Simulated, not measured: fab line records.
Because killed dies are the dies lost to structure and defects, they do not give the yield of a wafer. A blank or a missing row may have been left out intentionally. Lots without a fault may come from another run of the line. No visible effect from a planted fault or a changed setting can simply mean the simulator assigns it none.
Chamber matching | flow n5Finfet | rieDiel-01 running N5_BEOL_M1_STRIP_36: 4 sister chambers
The step strips in N2/H2. 8 wafers are shown with their chamber, then 10 later ones without.

== WAFERS, EACH WITH ITS CHAMBER ==
wafer  | chamber | showerheadPlenumPTorr (Torr) | drypumpMotorCurrentA (A)
L083.2 | 0       | 2.69                         | 5.5
L083.6 | 1       | 2.64                         | 6.3
L087.4 | 1       | 2.64                         | 6.3
L089.1 | 2       | 2.43                         | 6.4
L089.4 | 0       | 2.68                         | 5.5
L089.5 | 3       | 2.62                         | 5.8
L092.2 | 2       | 2.43                         | 6.4
L092.3 | 3       | 2.62                         | 5.7

== WAFERS WITHOUT THEIR CHAMBER ==
wafer  | showerheadPlenumPTorr (Torr) | drypumpMotorCurrentA (A)
L092.4 | 2.63                         | 6.3
L093.1 | 2.68                         | 5.5
L093.3 | 2.62                         | 5.8
L093.6 | 2.63                         | 6.3
L095.1 | 2.63                         | 6.3
L095.3 | 2.68                         | 5.5
L095.4 | 2.42                         | 6.4
L097.1 | 2.42                         | 6.4
L097.3 | 2.62                         | 5.7
L097.5 | 2.68                         | 5.4

== CHAMBER TAKEN BY EACH ==
wafer  | from the rows above | in truth
L092.4 | 1                   | 1
L093.1 | 0                   | 0
L093.3 | 3                   | 3
L093.6 | 1                   | 1
L095.1 | 1                   | 1
L095.3 | 0                   | 0
L095.4 | 2                   | 2
L097.1 | 2                   | 2
L097.3 | 3                   | 3
L097.5 | 0                   | 0
10 of 10 placed correctly. From these rows, 0 cannot be placed. Number placed wrongly: 0.
How it was worked out, from the rows above alone: a wafer's distance from a chamber is the root of the sum, over the readings, of the square of ((its reading less the chamber's mean) divided by the reading's scatter). If the next closest chamber is less than 2 further off than the closest, the wafer can't be placed; otherwise it belongs to the closest. A chamber's mean is the mean of its shown wafers. The scatter is the square root of a quotient: the sum, over the shown wafers, of each reading's squared deviation from its chamber's mean, divided by wafers minus chambers.
